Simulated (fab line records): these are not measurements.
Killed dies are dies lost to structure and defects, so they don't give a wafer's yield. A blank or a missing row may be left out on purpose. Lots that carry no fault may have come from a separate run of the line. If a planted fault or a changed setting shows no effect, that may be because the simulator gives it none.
Struck lot and sound lot, side by side :: flow n5_finfet :: 16 out of 1938 route steps
Sound: the wafers L215.1, L215.3, L215.5. Struck: wafer L212.4 (left out: L212.3, L212.6 of the same lot, which were not struck); the cause appears at the end.
At each step with rows: each side's tool, then ch and its chambers, then its first start. Under that, the readings that differ: sound wafers :: struck wafers :: difference of the means :: sigmas: that difference in standard deviations of wafers without a fault.
alike: a reading whose means differ by less than 2 such deviations, as well as words and numbers matching on both sides. not compared: withheld readings; readings where some wafer has no value; bounds like >300 that might hide an equal value; numbers whose values overlap and for which the record gives no deviation.
Wherever a step has rows on one side only, a row that says differs or no value, or a row with sigmas, the two part there. When numbers do not overlap yet have no deviation, they are printed without sigmas and do not part them. Lack of a reading on every wafer of one side parts them only where that side has two or more wafers.

N5_HKMG_FIN_STRIP_60: strips in N2/H2, time 360 s.
  sound on plasma_asher-02 ch 0,1, day 7 22:59; struck on plasma_asher-01 ch 1, day 7 09:40
  alike: drypump_motor_current_A, heater_power_w
  not compared: rf_hours_counter_h
then, 2 steps without rows for these wafers: N5_HKMG_FIN_WET_ETCH_77 (etches La2O3 in dHCl, stops on HfO2, target depth 2 nm); N5_HKMG_FIN_WET_ETCH_78 (etches Al2O3 in dNH4OH, stops on La2O3, target depth 4.5 nm, rinse time 30 s).
N5_HKMG_FIN_ALD_79: deposits TiN, target thk 1.5 nm, pulse time 1 s, purge time 3 s.
  sound on ald_metal-04 ch 0,1,2, day 7 23:28; struck on ald_metal-01 ch 3, day 7 10:01
reading: susceptor_temp_C (C)
sound: 400.10 400.20 400.33
struck: 399.72
difference: -0.49
sigmas: -2
  alike: heater_power_outer_w, heater_power_w, precursor_pulse_height_rel
  not compared: ald_cycles
N5_HKMG_FIN_CVD_62: deposits a-Si from Si2H6, target thk 3 nm, time 20.8 s.
  sound on thermal_cvd_si-02 ch 0,1, day 7 23:50; struck on thermal_cvd_si-02 ch 1, day 7 10:23
  alike: heater_power_outer_w, heater_power_w, susceptor_temp_C
then, 5 steps without rows for these wafers: N5_HKMG_FIN_RTA_80 (time 2 s); N5_HKMG_FIN_PRECLEAN_64 (cleans in dHF, time 30 s); N5_HKMG_FIN_WET_ETCH_65 (etches a-Si in TMAH, stops on TiN, time 49 s, target depth 3 nm); N5_HKMG_FIN_WET_ETCH_81 (etches TiN in SC1, stops on HfO2, time 57 s, target depth 6 nm); N5_HKMG_FIN_WET_ETCH_82 (etches La2O3 in dHCl, stops on HfO2, target depth 2 nm, rinse time 30 s).
N5_HKMG_FIN_ALD_36: deposits TiN, target thk 1 nm, pulse time 1 s, purge time 3 s.
  sound on ald_metal-03 ch 0,1,3, day 8 00:14; struck on ald_metal-04 ch 1, day 7 10:47
reading: precursor_pulse_height_rel
sound: 1.015 0.982 1.019
struck: 0.949
difference: -0.056
sigmas: -3
  alike: heater_power_outer_w, heater_power_w, susceptor_temp_C
  not compared: ald_cycles
N5_HKMG_FIN_THK_MEAS_70: measures by xrf.
  struck on film_metro-02, day 7 11:04; sound on film_metro-02, day 8 00:31
  alike: HK_THK
N5_HKMG_FIN_PWFM_ALD_03: deposits TiN, target thk 2 nm, pulse time 1 s, purge time 3 s.
  sound on ald_metal-04 ch 0,1, day 8 00:33; struck on ald_metal-03 ch 1, day 7 11:06
reading: ald_cycles
sound: 91 91 91
struck: 83
difference: -8
sigmas: 

reading: heater_power_w (W)
sound: 885 884 836
struck: 1024
difference: +156
sigmas: +2
  alike: heater_power_outer_w, precursor_pulse_height_rel
  not compared: susceptor_temp_C
then, 1 step without rows for these wafers: N5_HKMG_FIN_COAT_29 (time 60 s, resist thk 300 nm).
-- record jumps: 4 days separate the struck wafers' starts on either side; left off in module HKMG_FIN, taken up again in module BEOL_M4, whose first shown step is the route's number 1111 --
N5_BEOL_M4_RC_MEAS_101:
  sound on prober-02 ch 0, day 11 20:39; struck on prober-02 ch 0, day 11 18:38
reading: ION_N (uA/um)
sound: 642 649 656
struck: 691
difference: +42
sigmas: +3
  alike: DIBL_N, DIBL_P, IOFF_N, IOFF_P, ION_P, SS_N, SS_P, VT_N, VT_P
then, 1 step without rows for these wafers: N5_PASSIVATION_PROBE_49.

== WHERE THEY PART ==
First at N5_HKMG_FIN_ALD_79; last, within this record, at N5_BEOL_M4_RC_MEAS_101.

WHY: what had been put in by the simulator
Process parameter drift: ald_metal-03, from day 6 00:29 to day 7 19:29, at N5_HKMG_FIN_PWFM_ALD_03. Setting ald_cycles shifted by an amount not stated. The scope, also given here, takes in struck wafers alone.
